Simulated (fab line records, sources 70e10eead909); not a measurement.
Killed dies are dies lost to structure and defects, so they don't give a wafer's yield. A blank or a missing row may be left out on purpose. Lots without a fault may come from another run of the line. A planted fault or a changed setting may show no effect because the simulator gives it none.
Chamber matching | flow nand_harc | NHARC_A_STAIRCASE_TRIM_20 on rie_diel-08: 4 sister chambers
The step chemistry O2, time 211.2 s. 4 wafers are shown with their chamber, then 7 later ones without.

WAFERS WITH THEIR CHAMBER
wafer  | chamber | throttle_valve_pct (%)
L927.2 | 3       | 17.022
L929.6 | 0       | 17.045
L931.2 | 2       | 17.049
L931.3 | 1       | 17.040

WAFERS WITHOUT THEIR CHAMBER
wafer  | throttle_valve_pct (%)
L931.5 | 17.040
L938.1 | 17.050
L938.2 | 17.026
L938.6 | 17.049
L945.3 | 17.020
L945.4 | 17.030
L945.6 | 17.020

WHICH CHAMBER EACH WENT THROUGH
wafer  | from the rows above          | in truth
L931.5 | can't be placed: 1 or 0      | 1
L938.1 | can't be placed: 2 or 0      | 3
L938.2 | 3                            | 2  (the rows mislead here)
L938.6 | can't be placed: 2 or 0      | 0
L945.3 | 3                            | 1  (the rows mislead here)
L945.4 | can't be placed: 3 or 1 or 0 | 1
L945.6 | 3                            | 3
Placed correctly: 1 of 7. Can't be placed from these rows: 4 (the true chamber is among the candidates in 3). Placed wrongly: 2.
How it was worked out, from the rows above alone: a wafer's distance from a chamber is the root of the sum, over the readings, of the square of ((its reading less the chamber's mean) divided by the reading's scatter). The wafer belongs to the nearest chamber; if the next one is less than 2 further off, it can't be placed. A chamber's mean is the mean of its shown wafers. The scatter: with one shown wafer a chamber, the root of the mean of the squares of how far each hidden wafer lies from its nearest shown one.
